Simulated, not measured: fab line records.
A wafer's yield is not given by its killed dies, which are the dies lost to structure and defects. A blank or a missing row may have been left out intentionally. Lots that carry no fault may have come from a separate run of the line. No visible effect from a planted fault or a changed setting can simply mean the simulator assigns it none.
Split-lot experiment    flow n5_finfet    39 wafers read across 7 lots, on a route 1938 steps long

== SPLIT DETAILS ==
At N5_BEOL_M9_ILD_DEP_00 (deposits SiCOH lowk from DEMS/porogen, target thk 308.51 nm, time 58 s), the setting target_thk_a was moved away from the recipe's 3085.1 angstrom on 12 of the 39 wafers read, by -48.5% to +37.8%. This setting was run at the recipe's value on the other wafers.

== FROM SPLIT TO READING: 1 step shown by the file between the two ==
- N5_BEOL_M9_CURE_71: cures SiCOH lowk, time 240 s

== THE READING ==
M9_ILD_THK in nanometres, read at N5_BEOL_M9_THK_MEAS_01. Fault-free wafers of this fab line usually give 267 nm, standard deviation 3.7 nm.

wafer   tool, chamber at the split  target_thk_a as run, angstrom  against the recipe  M9_ILD_THK, nm  against lot-mates on the recipe
L074.1  pecvd-04, 2                 1927                           -37.5%              163             -109
L074.2  pecvd-04, 1                 3085.1                         recipe              269             -
L074.3  pecvd-04, 0                 1927                           -37.5%              170             -102
L074.4  pecvd-04, 1                 1927                           -37.5%              173             -99
L074.5  pecvd-04, 2                 3085.1                         recipe              272             -
L074.6  pecvd-04, 0                 3085.1                         recipe              274             -
L075.1  pecvd-01, 1                 3085.1                         recipe              261             -
L075.4  pecvd-01, 1                 3085.1                         recipe              266             -
L075.5  pecvd-01, 1                 3085.1                         recipe              266             -
L080.1  pecvd-01, 0                 3085.1                         recipe              263             -
L080.2  pecvd-01, 1                 3085.1                         recipe              258             -
L080.3  pecvd-01, 2                 3085.1                         recipe              260             -
L080.4  pecvd-01, 1                 3085.1                         recipe              263             -
L080.5  pecvd-01, 0                 3085.1                         recipe              263             -
L080.6  pecvd-01, 2                 3085.1                         recipe              265             -
L084.1  pecvd-04, 2                 4252                           +37.8%              368             +99
L084.2  pecvd-04, 0                 3085.1                         recipe              265             -
L084.3  pecvd-04, 1                 4252                           +37.8%              371             +102
L084.4  pecvd-04, 0                 3085.1                         recipe              274             -
L084.5  pecvd-04, 2                 3085.1                         recipe              268             -
L084.6  pecvd-04, 1                 4252                           +37.8%              373             +104
L087.1  pecvd-01, 2,0               3085.1                         recipe              264             -
L087.2  pecvd-01, 1                 3085.1                         recipe              264             -
L087.3  pecvd-01, 0                 3085.1                         recipe              261             -
L087.4  pecvd-01, 2,0               3085.1                         recipe              264             -
L087.5  pecvd-01, 2                 3085.1                         recipe              266             -
L087.6  pecvd-01, 1                 3085.1                         recipe              263             -
L088.1  pecvd-01, 0                 3085.1                         recipe              263             -
L088.2  pecvd-01, 2                 1589                           -48.5%              137             -128
L088.3  pecvd-01, 1                 3085.1                         recipe              265             -
L088.4  pecvd-01, 1                 1589                           -48.5%              135             -130
L088.5  pecvd-01, 2                 1589                           -48.5%              133             -132
L088.6  pecvd-01, 0                 3085.1                         recipe              267             -
L091.1  pecvd-04, 2                 3085.1                         recipe              266             -
L091.2  pecvd-04, 0                 2120                           -31.3%              185             -84
L091.3  pecvd-04, 1                 2120                           -31.3%              183             -86
L091.4  pecvd-04, 1                 3085.1                         recipe              267             -
L091.5  pecvd-04, 2                 2120                           -31.3%              184             -85
L091.6  pecvd-04, 0                 3085.1                         recipe              273             -
If several chambers appear in one row, that row covers several wafers at once and the file leaves open which wafer was in which chamber.

FIT RESULTS
A straight line over all 39 wafers: M9_ILD_THK changes by +2.68 nm for each +1% of target_thk_a; r = +1.00; the points scatter about the line by 4 nm.
The same after taking each lot's own level away (the mean of its wafers on the recipe; 39 wafers): +2.7 nm for each +1%; r = +1.00; scatter 2.5 nm.
That fit puts the effect of the largest move of target_thk_a on the reading at 1.3e+02 nm.
Measured against the standard deviation above, the lots' own levels, which go from 262.0 to 271.7 nm, span 2.6 times it.
The two slopes are in agreement: the lot-to-lot level therefore moves the slope only a little.
Check: for one of the wafers moved furthest among these (-48.5%), held out of the fit, the line's prediction against its lot-mates is -131 nm. Against them it came out at -128 nm.

== OTHER SPLITS APPLIED TO THESE WAFERS ==
These wafers also went through other splits before the reading. Each is held against what the fit with the lots' levels taken away leaves over:
other split on the same wafers                wafers away from the commonest value  r with M9_ILD_THK (lot level and that fit taken away)
N5_ZERO_LAYER_DEVELOP_10 develop_time_s       15                                    +0.21
N5_FIN_CUT_CUT_ETCH_26 time_s                 12                                    -0.10
N5_MOL_CONTACT_COAG_SPUTTER_143 target_thk_a  18                                    +0.19
N5_BEOL_M3_CVD_47 target_thk_a                12                                    -0.04
N5_BEOL_M6_DEP_56 time_s                      12                                    +0.16

== THE WHOLE CHAIN: every reading that the file lists as answering this split, in the file's order ==
step                    what it does                                                            reading                                                                                   change (the file's fit)               r (the file's)
N5_BEOL_M9_ILD_DEP_00   deposits SiCOH lowk from DEMS/porogen, target thk 308.51 nm, time 58 s  SiCOH_lowk_of_BEOL_M9_ILD_DEP_00.thk_nm (the simulator's own value, which no gauge read)  +3.06 nm for each +1% of the setting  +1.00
N5_BEOL_M9_CURE_71      cures SiCOH lowk, time 240 s                                            SiCOH_lowk_of_BEOL_M9_ILD_DEP_00.thk_nm (the simulator's own value, which no gauge read)  +2.7 nm for each +1% of the setting   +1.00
N5_BEOL_M9_THK_MEAS_01                                                                          M9_ILD_THK                                                                                +2.7 for each +1% of the setting      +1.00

== FILE'S OWN FIT ==
M9_ILD_THK changes by +2.7 nm for each +1% of target_thk_a, r = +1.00.
